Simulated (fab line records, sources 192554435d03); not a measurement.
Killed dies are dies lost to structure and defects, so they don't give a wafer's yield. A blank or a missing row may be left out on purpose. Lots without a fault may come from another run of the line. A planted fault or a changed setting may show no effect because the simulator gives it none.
Chamber matching | flow n5_finfet | N5_FIN_SAQP_SPACER2_ETCHBACK_29 on rie_diel-02: 4 sister chambers
The step etches SiO2 in CHF3/O2, target depth 12.2 nm, time 6.1 s. 16 wafers are shown with their chamber, then 8 later ones without.

WAFERS WITH THEIR CHAMBER
wafer  | chamber | throttle_valve_pct (%) | drypump_motor_current_A (A) | showerhead_plenum_p_Torr (Torr)
L074.1 | 2       | 19.27                  | 6.0                         | 2.42
L074.2 | 3       | 18.74                  | 6.1                         | 2.44
L074.5 | 0       | 18.81                  | 5.6                         | 2.35
L076.3 | 3       | 18.75                  | 6.0                         | 2.44
L076.4 | 0       | 18.83                  | 5.6                         | 2.35
L076.6 | 0       | 18.83                  | 5.6                         | 2.35
L082.1 | 0       | 18.85                  | 5.6                         | 2.34
L082.3 | 3       | 18.79                  | 6.1                         | 2.44
L082.5 | 1       | 18.67                  | 6.1                         | 2.42
L083.2 | 0       | 18.85                  | 5.6                         | 2.34
L083.5 | 0       | 18.85                  | 5.6                         | 2.34
L083.6 | 3       | 18.78                  | 6.1                         | 2.44
L087.2 | 3       | 18.79                  | 6.1                         | 2.44
L087.3 | 1       | 18.67                  | 6.1                         | 2.42
L087.6 | 3       | 18.78                  | 6.0                         | 2.44
L089.2 | 2       | 19.30                  | 6.0                         | 2.41

SIGNATURES (means of the wafers above)
reading                  | chamber 0 | chamber 1 | chamber 2 | chamber 3 | scatter within a chamber
throttle_valve_pct       | 18.8367   | 18.6700   | 19.2850   | 18.7717   | 0.0184
drypump_motor_current_A  | 5.600     | 6.100     | 6.000     | 6.067     | 0.0333
showerhead_plenum_p_Torr | 2.3450    | 2.4200    | 2.4150    | 2.4400    | 0.00408
Rule: a wafer's distance from a chamber is the root of the sum, over the readings, of the square of ((its reading less the chamber's mean) divided by the reading's scatter). The wafer belongs to the nearest chamber; if the next one is less than 2 further off, it can't be placed. The scatter: the root of (the sum of the squares of (reading less its chamber's mean) over the shown wafers, divided by (wafers less chambers)).

WAFERS WITHOUT THEIR CHAMBER
wafer  | throttle_valve_pct (%) | drypump_motor_current_A (A) | showerhead_plenum_p_Torr (Torr)
L089.3 | 18.79                  | 6.1                         | 2.43
L089.6 | 18.81                  | 6.0                         | 2.43
L092.3 | 19.33                  | 6.0                         | 2.41
L092.4 | 18.69                  | 6.1                         | 2.41
L092.6 | 19.30                  | 6.0                         | 2.41
L095.2 | 18.91                  | 5.6                         | 2.33
L095.5 | 18.81                  | 6.0                         | 2.43
L095.6 | 18.89                  | 5.6                         | 2.33

WHICH CHAMBER EACH WENT THROUGH
wafer  | from the rows above | in truth
L089.3 | 3                   | 3
L089.6 | 3                   | 3
L092.3 | 2                   | 2
L092.4 | 1                   | 1
L092.6 | 2                   | 2
L095.2 | 0                   | 0
L095.5 | 3                   | 3
L095.6 | 0                   | 0
Placed correctly: 8 of 8. Can't be placed from these rows: 0. Placed wrongly: 0.
